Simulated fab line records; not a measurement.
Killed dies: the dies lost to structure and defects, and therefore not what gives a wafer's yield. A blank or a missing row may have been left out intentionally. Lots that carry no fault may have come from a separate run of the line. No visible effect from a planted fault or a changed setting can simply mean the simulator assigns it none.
fab line records	flow n5Finfet
record lots=7	wafers=21
route steps=1938 shown BEOL_M12@1609 BEOL_M14@1722 BEOL_M15@1773
startH: start of the lot's first displayed wafer, in hours after the record's first day	waitH: how many hours have passed since the lot's step before this one	" unchanged from the row above	L1.1+2: one row covering several wafers at once	- either no value or no given start	* or withheld: withheld	< > ~ a bound
route shown NAME@n: NAME is a module with steps in the file, n the number in the route of the first one	usual: mean and standard deviation over wafers with no fault	same: alike in all rows	chamber/n: place in a boat	sites: per-site readings	_std_site: standard deviation of those values	_edge_site: mean of outer sites minus mean of inner sites	radiusMm: for every site, how far away it sits from the centre of the wafer	mask NAME#n: copy n	behind: the tool/chamber that last shaped the wafer	hold: the reason the lot was held/the length of the hold in hours/how it ended	device: the transistor (n, p or np) that didn't switch	end of line: at the end of the route, the tests of the same wafers	a step with no rows: only its recipe	killed: the dies lost at the first sort to structure and to defects; this is not the yield of the wafer	map: a wafer's dies, x killed, . not, _ none there
set.NAME: the setting that was run; set.NAME@STEP: the one run at that earlier step	model.NAME: the simulator's own value behind a step, which no gauge read
lots whose settings were changed on purpose; a table a step, a row a wafer
## steps
# step N5_BEOL_M12_PEB_08
# recipe pebTempC=130	pebTimeS=90
lot.wafer	tool	chamber	startH	waitH	set.pebTimeS
L074.1+4	lithoTrack-04	0	268.44	0.1	99.56
L074.2	"	0	"	"	90
L077.1+6	lithoTrack-04	0	279.27	0.1	77.08
L077.5	"	0	"	"	90
L079.1	lithoTrack-03	0	295.60	0.1	72.85
L079.2+3	"	0	"	"	90
L080.1+4+6	lithoTrack-01	0	309.93	0.1	90
L084.2+6	lithoTrack-01	0	312.88	0.0	90
L084.3	"	0	"	"	72.32
L090.2+5	lithoTrack-01	0	378.38	0.0	72.79
L090.4	"	0	"	"	90
L092.1	lithoTrack-04	0	391.55	0.1	90
L092.2+3	"	0	"	"	75.03
# step N5_BEOL_M12_DEVELOP_09
# recipe developTimeS=45	rinseLiquid=diw	dry=airSpin	devTempC=21
# step N5_BEOL_M12_HARDBAKE_14
# recipe tempC=130	timeS=120
# step N5_BEOL_M12_CD_MEAS_10
# recipe targetCdNm=140	landingEnergyEv=500	detector=seInlens	polarity=opening
# usual cdNm=141.1/2.1
lot.wafer	tool	chamber	startH	waitH	set.pebTimeS@BEOL_M12_PEB_08	cdNm
L074.1	cdSem-03	0	268.56	-	99.56	143.3
L074.2	"	0	"	"	90	141.1
L074.4	"	0	"	"	99.56	145.5
L077.1	cdSem-01	0	279.38	-	77.08	136.8
L077.5	"	0	"	"	90	144.7
L077.6	"	0	"	"	77.08	139.7
L079.1	cdSem-02	0	295.71	-	72.85	134.9
L079.2	"	0	"	"	90	138.3
L079.3	"	0	"	"	90	140.8
L080.1	cdSem-02	0	310.04	-	90	140.4
L080.4	"	0	"	"	90	139.8
L080.6	"	0	"	"	90	139.6
L084.2	cdSem-02	0	312.99	-	90	140.0
L084.3	"	0	"	"	72.32	133.7
L084.6	"	0	"	"	90	139.2
L090.2	cdSem-03	0	378.49	-	72.79	133.8
L090.4	"	0	"	"	90	139.5
L090.5	"	0	"	"	72.79	132.8
L092.1	cdSem-01	0	391.66	-	90	142.6
L092.2	"	0	"	"	75.03	137.4
L092.3	"	0	"	"	75.03	138.3
# step N5_BEOL_M12_DESCUM_15
# recipe chemistry=O2	timeS=7.9	sourcePowerW=50	biasPowerW=20	pressureMtorr=20	rfFrequencyHz=2.712e+07	tempC=40	o2FlowSccm=225
# step N5_BEOL_M12_ETCH_59
# recipe chemistry=N2/H2	target=BARC	targetDepthA=890	overetchA=267	timeS=67.9	ionEnergyEv=200	pressureMtorr=30	sourceW=840	biasW=150	n2FlowSccm=200	h2FlowSccm=200
lot.wafer	tool	chamber	startH	waitH	set.spinRpm@BEOL_M12_COAT_58	model.etch.depthNm
L074.1	rieDiel-06	1	268.68	0.0	1642	85.61
L074.2	"	3	"	"	1500	89.22
L074.4	"	0	"	"	1642	85.51
L077.1	rieDiel-05	1	279.73	0.0	1500	89.35
L077.5	"	2	"	"	1500	88.89
L077.6	"	3	"	"	1500	89.25
L079.1	rieDiel-05	0	296.59	0.0	1567	87.51
L079.2	"	3	"	"	1500	89.28
L079.3	"	2	"	"	1500	89.45
L080.1	rieDiel-06	2	311.20	0.0	1500	89.46
L080.4	"	3	"	"	1500	89.25
L080.6	"	3	"	"	1500	89.76
L084.2+6	rieDiel-05	1,2	314.71	0.0	1626	85.82
L084.3	"	2	"	"	1500	89.52
L090.2	rieDiel-06	2	378.65	0.0	1500	89.11
L090.4	"	0	"	"	1500	89.52
L090.5	"	0	"	"	1500	89.32
L092.1	rieDiel-05	2	391.79	0.0	1500	89
L092.2	"	0	"	"	1500	89.19
L092.3	"	3	"	"	1500	88.85
# step N5_BEOL_M12_VIA_ETCH_16
# recipe chemistry=C4F8/O2/Ar	target=SiOC	pressureMtorr=30	sourceW=3000	biasW=700	Ar_flow_sccm=400	C4F8_flow_sccm=15	O2_flow_sccm=8	heInnerTorr=15	heOuterTorr=30	targetDepthA=7248	timeS=withheld	ionEnergyEv=250	ends=cleared
# step N5_BEOL_M12_STRIP_63
# recipe chemistry=N2/H2	powerW=1000	tempC=250	h2Frac=0.65	overashFraction=0.3	pressureMtorr=1000	n2FlowSccm=1750	h2FlowSccm=3250
# step N5_BEOL_M12_STRIP_64
# recipe chemistry=N2/H2	powerW=1000	tempC=250	h2Frac=0.65	overashFraction=0.3	pressureMtorr=withheld	n2FlowSccm=1750	h2FlowSccm=3250
# usual stripTimeToEndpointS=31.38/0.072
lot.wafer	tool	chamber	startH	waitH	set.spinRpm@BEOL_M12_COAT_58	stripTimeToEndpointS
L074.1	plasmaAsher-01	0	268.99	0.0	1642	30.36
L074.2	"	1	"	"	1500	31.36
L074.4	"	0	"	"	1642	30.33
L077.1	plasmaAsher-02	0	280.04	0.0	1500	31.40
L077.5	"	1	"	"	1500	31.28
L077.6	"	0	"	"	1500	31.39
L079.1	plasmaAsher-02	1	296.90	0.0	1567	30.90
L079.2	"	0	"	"	1500	31.40
L079.3	"	0	"	"	1500	31.43
L080.1	plasmaAsher-02	1	311.51	0.0	1500	31.43
L080.4	"	0	"	"	1500	31.38
L080.6	"	1	"	"	1500	31.52
L084.2	plasmaAsher-01	1	315.03	0.0	1626	30.40
L084.3	"	0	"	"	1500	31.46
L084.6	"	0	"	"	1626	30.40
L090.2	plasmaAsher-02	0	378.96	0.0	1500	31.34
L090.4	"	1	"	"	1500	31.46
L090.5	"	0	"	"	1500	31.39
L092.1	plasmaAsher-01	1	392.10	0.0	1500	31.30
L092.2	"	0	"	"	1500	31.37
L092.3	"	0	"	"	1500	31.27
# step N5_BEOL_M12_STRIP_71
# recipe chemistry=postEtchResidueRemover	timeS=60	tempC=25	removerPh=withheld	removerWaterWtPct=withheld	removerFluorideWtPct=withheld
# step N5_BEOL_M12_SRD_72
# recipe timeS=30	tempC=23	rinseLiquid=diw	dry=n2Spin	spinRpm=1500	dryTimeS=30
# step N5_BEOL_M12_CD_MEAS_17
# recipe targetCdNm=140	polarity=opening
# usual cdNm=141.5/2.3
lot.wafer	tool	chamber	startH	waitH	set.pebTimeS@BEOL_M12_PEB_08	cdNm
L074.1	cdSem-01	-	269.14	0.0	99.56	144.5
L074.2	"	-	"	"	90	142.2
L074.4	"	-	"	"	99.56	146.0
L077.1	cdSem-01	-	280.18	0.0	77.08	139.6
L077.5	"	-	"	"	90	145.0
L077.6	"	-	"	"	77.08	142.2
L079.1	cdSem-01	-	297.06	0.0	72.85	135.8
L079.2	"	-	"	"	90	139.5
L079.3	"	-	"	"	90	139.8
L080.1	cdSem-03	-	311.66	0.0	90	141.7
L080.4	"	-	"	"	90	140.9
L080.6	"	-	"	"	90	139.9
L084.2	cdSem-03	-	315.17	0.0	90	142.2
L084.3	"	-	"	"	72.32	132.6
L084.6	"	-	"	"	90	138.8
L090.2	cdSem-02	-	379.11	0.0	72.79	133.9
L090.4	"	-	"	"	90	137.7
L090.5	"	-	"	"	72.79	132.5
L092.1	cdSem-01	-	392.25	0.0	90	141.5
L092.2	"	-	"	"	75.03	139.3
L092.3	"	-	"	"	75.03	140.0
# step N5_BEOL_M14_EXPOSE_07
# recipe maskId=V13	na=0.8	sourceShape=annular	sigmaInner=0.5	sigmaOuter=0.8	polarization=unpolarized	attpsmPhaseDeg=180	doseMj=57
lot.wafer	tool	chamber	startH	waitH	mask	set.doseMj
L074.1+2+4	krfScanner-02	0	288.51	-	V13#0	57
L077.1	krfScanner-02	0	295.88	-	V13#0	54.05
L077.5+6	"	0	"	"	V13#0	57
L079.1+3	krfScanner-01	0	304.76	-	V13#0	57
L079.2	"	0	"	"	V13#0	60.09
L080.1+4+6	krfScanner-02	0	324.95	-	V13#0	57
L084.2+6	krfScanner-01	0	329.03	-	V13#0	57
L084.3	"	0	"	"	V13#0	59.26
L090.2	krfScanner-01	0	388.59	-	V13#0	54.91
L090.4+5	"	0	"	"	V13#0	57
L092.1	krfScanner-02	0	408.52	-	V13#0	59.46
L092.2+3	"	0	"	"	V13#0	57
# step N5_BEOL_M14_PEB_08
# recipe pebTempC=130	pebTimeS=90
# step N5_BEOL_M14_DEVELOP_09
# recipe developTimeS=45	rinseLiquid=diw	dry=airSpin	devTempC=21
# step N5_BEOL_M14_HARDBAKE_14
# recipe tempC=130	timeS=120
# step N5_BEOL_M14_CD_MEAS_10
# recipe targetCdNm=250	landingEnergyEv=500	detector=seInlens	polarity=opening
# usual cdNm=249.9/1.5
lot.wafer	tool	chamber	startH	waitH	set.doseMj@BEOL_M14_EXPOSE_07	cdNm
L074.1	cdSem-02	0	288.69	-	57	250.9
L074.2	"	0	"	"	57	250.7
L074.4	"	0	"	"	57	251.3
L077.1	cdSem-03	0	296.06	-	54.05	239.0
L077.5	"	0	"	"	57	249.9
L077.6	"	0	"	"	57	250.3
L079.1	cdSem-03	0	304.94	-	57	250.9
L079.2	"	0	"	"	60.09	256.8
L079.3	"	0	"	"	57	250.1
L080.1	cdSem-01	0	325.12	-	57	249.0
L080.4	"	0	"	"	57	249.8
L080.6	"	0	"	"	57	251.0
L084.2	cdSem-03	0	329.20	-	57	250.8
L084.3	"	0	"	"	59.26	258.1
L084.6	"	0	"	"	57	248.5
L090.2	cdSem-02	0	388.76	-	54.91	244.1
L090.4	"	0	"	"	57	249.6
L090.5	"	0	"	"	57	248.4
L092.1	cdSem-01	0	408.70	-	59.46	258.8
L092.2	"	0	"	"	57	249.5
L092.3	"	0	"	"	57	251.4
# step N5_BEOL_M14_STRIP_71
# recipe chemistry=postEtchResidueRemover	timeS=60	tempC=25	removerPh=withheld	removerWaterWtPct=withheld	removerFluorideWtPct=withheld
# step N5_BEOL_M14_SRD_72
# recipe timeS=30	tempC=23	rinseLiquid=diw	dry=n2Spin	spinRpm=1500	dryTimeS=30
# step N5_BEOL_M14_CD_MEAS_17
# recipe targetCdNm=250	polarity=opening
# usual cdNm=250.7/1.8
lot.wafer	tool	chamber	startH	waitH	set.doseMj@BEOL_M14_EXPOSE_07	cdNm
L074.1	cdSem-02	-	289.21	0.0	57	250.9
L074.2	"	-	"	"	57	250.8
L074.4	"	-	"	"	57	251.7
L077.1	cdSem-03	-	297.33	0.0	54.05	240.4
L077.5	"	-	"	"	57	252.2
L077.6	"	-	"	"	57	252.7
L079.1	cdSem-03	-	306.49	0.0	57	250.4
L079.2	"	-	"	"	60.09	257.7
L079.3	"	-	"	"	57	251.2
L080.1	cdSem-02	-	325.64	0.0	57	249.1
L080.4	"	-	"	"	57	250.5
L080.6	"	-	"	"	57	251.4
L084.2	cdSem-03	-	329.74	0.0	57	250.8
L084.3	"	-	"	"	59.26	259.3
L084.6	"	-	"	"	57	249.3
L090.2	cdSem-03	-	389.28	0.0	54.91	246.0
L090.4	"	-	"	"	57	250.9
L090.5	"	-	"	"	57	250.6
L092.1	cdSem-02	-	409.22	0.0	59.46	259.2
L092.2	"	-	"	"	57	250.5
L092.3	"	-	"	"	57	254.3
# step N5_BEOL_M15_ILD_DEP_00
# recipe material=SiO2	targetThkA=16293	tempC=400	precursor=TEOS/O2	pressureTorr=6.5	rfW=900	teosFlowSccm=161.4	gas=O2	flowSccm=2650	timeS=346.1
lot.wafer	tool	chamber	startH	waitH	set.timeS	model.SiO2_of_BEOL_M15_ILD_DEP_00.thkNm
L074.1	pecvd-03	0	295.84	0.0	346.1	1596
L074.2	"	2	"	"	379.5	1758
L074.4	"	1	"	"	379.5	1807
L077.1	pecvd-01	2	302.05	0.0	346.1	1622
L077.5	"	0	"	"	331.4	1594
L077.6	"	2	"	"	346.1	1630
L079.1	pecvd-03	1	312.83	0.0	346.1	1618
L079.2	"	0	"	"	346.1	1606
L079.3	"	2	"	"	346.1	1598
L080.1	pecvd-02	2	329.62	0.0	346.1	1626
L080.4	"	2	"	"	346.1	1621
L080.6	"	1	"	"	346.1	1663
L084.2	pecvd-01	0	334.33	0.0	346.1	1634
L084.3	"	1	"	"	346.1	1647
L084.6	"	1	"	"	304.5	1471
L090.2	pecvd-03	1	393.24	0.0	366.9	1753
L090.4	"	1	"	"	346.1	1663
L090.5	"	2	"	"	346.1	1685
L092.1	pecvd-01	1	412.91	0.0	346.1	1605
L092.2	"	0	"	"	346.1	1619
L092.3	"	2	"	"	387.1	1795
# step N5_BEOL_M15_THK_MEAS_01
# recipe reads=SiO2_of_BEOL_M15_ILD_DEP_00
# usual M15_ILD_THK=1638/22
lot.wafer	tool	chamber	startH	waitH	set.timeS@BEOL_M15_ILD_DEP_00	M15_ILD_THK[nm]
L074.1	filmMetro-01	-	296.09	0.1	346.1	1595
L074.2	"	-	"	"	379.5	1758
L074.4	"	-	"	"	379.5	1807
L077.1	filmMetro-01	-	302.30	0.1	346.1	1623
L077.5	"	-	"	"	331.4	1593
L077.6	"	-	"	"	346.1	1628
L079.1	filmMetro-02	-	313.08	0.1	346.1	1618
L079.2	"	-	"	"	346.1	1608
L079.3	"	-	"	"	346.1	1599
L080.1	filmMetro-02	-	329.87	0.1	346.1	1626
L080.4	"	-	"	"	346.1	1622
L080.6	"	-	"	"	346.1	1665
L084.2	filmMetro-02	-	334.59	0.1	346.1	1635
L084.3	"	-	"	"	346.1	1647
L084.6	"	-	"	"	304.5	1470
L090.2	filmMetro-01	-	393.49	0.1	366.9	1753
L090.4	"	-	"	"	346.1	1664
L090.5	"	-	"	"	346.1	1684
L092.1	filmMetro-01	-	413.16	0.1	346.1	1606
L092.2	"	-	"	"	346.1	1619
L092.3	"	-	"	"	387.1	1795
# step N5_BEOL_M15_COAT_58
# recipe resist=BARC	tempC=205	timeS=60	spinRpm=1500	resistThkNm=89
# step N5_BEOL_M15_COAT_04
# recipe spinRpm=1704	resistThkNm=800
# step N5_BEOL_M15_DESCUM_15
# recipe chemistry=O2	timeS=7.9	sourcePowerW=50	biasPowerW=20	pressureMtorr=20	rfFrequencyHz=2.712e+07	tempC=40	o2FlowSccm=225
# step N5_BEOL_M15_ETCH_59
# recipe chemistry=N2/H2	target=BARC	targetDepthA=890	overetchA=267	timeS=67.9	ionEnergyEv=200	pressureMtorr=30	sourceW=840	biasW=150	n2FlowSccm=200	h2FlowSccm=200
# step N5_BEOL_M15_VIA_ETCH_16
# recipe chemistry=C4F8/O2/Ar	target=SiO2	heInnerTorr=15	heOuterTorr=30	targetDepthA=17922	timeS=withheld	ionEnergyEv=800	pressureMtorr=20	sourceW=1905	biasW=2040	Ar_flow_sccm=400	C4F8_flow_sccm=16	O2_flow_sccm=12	ends=cleared
lot.wafer	tool	chamber	startH	waitH	set.timeS@BEOL_M15_ILD_DEP_00	model.etch.depthNm	model.coat_of_BEOL_M15_COAT_04.thkNm
L074.1	rieDiel-02	0	296.78	0.0	*	1596	341.6
L074.2	"	2	"	"	*	1758	314.8
L074.4	"	3	"	"	*	1807	282.8
L077.1	rieDiel-02	1	302.90	0.0	*	1622	333.2
L077.5	"	2	"	"	*	1594	349
L077.6	"	3	"	"	*	1630	325.6
L079.1	rieDiel-03	0	313.79	0.0	*	1618	326
L079.2	"	3	"	"	*	1606	331.4
L079.3	"	2	"	"	*	1598	339.6
L080.1	rieDiel-01	1	330.72	0.0	*	1626	333.8
L080.4	"	0	"	"	*	1621	331.4
L080.6	"	2	"	"	*	1663	329.4
L084.2	rieDiel-01	0	337.47	0.1	*	1634	329.4
L084.3	"	2	"	"	*	1647	331.4
L084.6	"	0	"	"	*	1471	365.8
L090.2	rieDiel-03	0	394.09	0.0	*	1753	296.8
L090.4	"	0	"	"	*	1663	318.6
L090.5	"	1	"	"	*	1685	317.2
L092.1	rieDiel-02	2	413.68	0.1	*	1605	345
L092.2	"	3	"	"	*	1619	325.6
L092.3	"	2	"	"	*	1795	300.4
# step N5_BEOL_M15_EXPOSE_25
# recipe maskId=M15	na=0.8	sourceShape=annular	sigmaInner=0.5	sigmaOuter=0.8	polarization=unpolarized	targetCdNm=400	doseMj=35.5
lot.wafer	tool	chamber	startH	waitH	mask	set.doseMj
L074.1+4	krfScanner-01	0	297.90	-	M15#0	35.5
L074.2	"	0	"	"	M15#0	33.01
L077.1+5+6	krfScanner-02	0	304.14	-	M15#0	35.5
L079.1+2+3	krfScanner-02	0	315.04	-	M15#0	35.5
L080.1+4+6	krfScanner-02	0	332.15	-	M15#0	35.5
L084.2	krfScanner-01	0	339.27	-	M15#0	35.5
L084.3+6	"	0	"	"	M15#0	36.97
L090.2	krfScanner-02	0	395.34	-	M15#0	36.52
L090.4+5	"	0	"	"	M15#0	35.5
L092.1	krfScanner-01	0	415.28	-	M15#0	32.87
L092.2+3	"	0	"	"	M15#0	35.5
## key
split step=N5_BEOL_M12_PEB_08	setting=pebTimeS	stated=90	by=wafer
response step=N5_BEOL_M12_CD_MEAS_10	reading=cdNm	change=+0.309	per=1%	r=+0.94
response step=N5_BEOL_M12_CD_MEAS_17	reading=cdNm	change=+0.255	per=1%	r=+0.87
split step=N5_BEOL_M14_EXPOSE_07	setting=doseMj	stated=57	by=wafer
response step=N5_BEOL_M14_CD_MEAS_10	reading=cdNm	change=+1.72	per=1%	r=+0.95
response step=N5_BEOL_M14_CD_MEAS_17	reading=cdNm	change=+1.76	per=1%	r=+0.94
split step=N5_BEOL_M15_ILD_DEP_00	setting=timeS	stated=346.1	by=wafer
response step=N5_BEOL_M15_ILD_DEP_00	reading=model.SiO2_of_BEOL_M15_ILD_DEP_00.thkNm	change=+15.3	per=1%	r=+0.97
response step=N5_BEOL_M15_THK_MEAS_01	reading=M15_ILD_THK	change=+15.4	per=1%	r=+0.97
response step=N5_BEOL_M15_VIA_ETCH_16	reading=model.etch.depthNm	change=+15.3	per=1%	r=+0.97
response step=N5_BEOL_M15_VIA_ETCH_16	reading=model.coat_of_BEOL_M15_COAT_04.thkNm	change=-3.38	per=1%	r=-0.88
split step=N5_BEOL_M15_EXPOSE_25	setting=doseMj	stated=35.5	by=wafer
response none in this file
split outsideThisFile step=N5_BEOL_M12_COAT_58 setting=spinRpm
# split outsideThisFile: this setting was split too, and the file shows its column; the key of that split is in another file
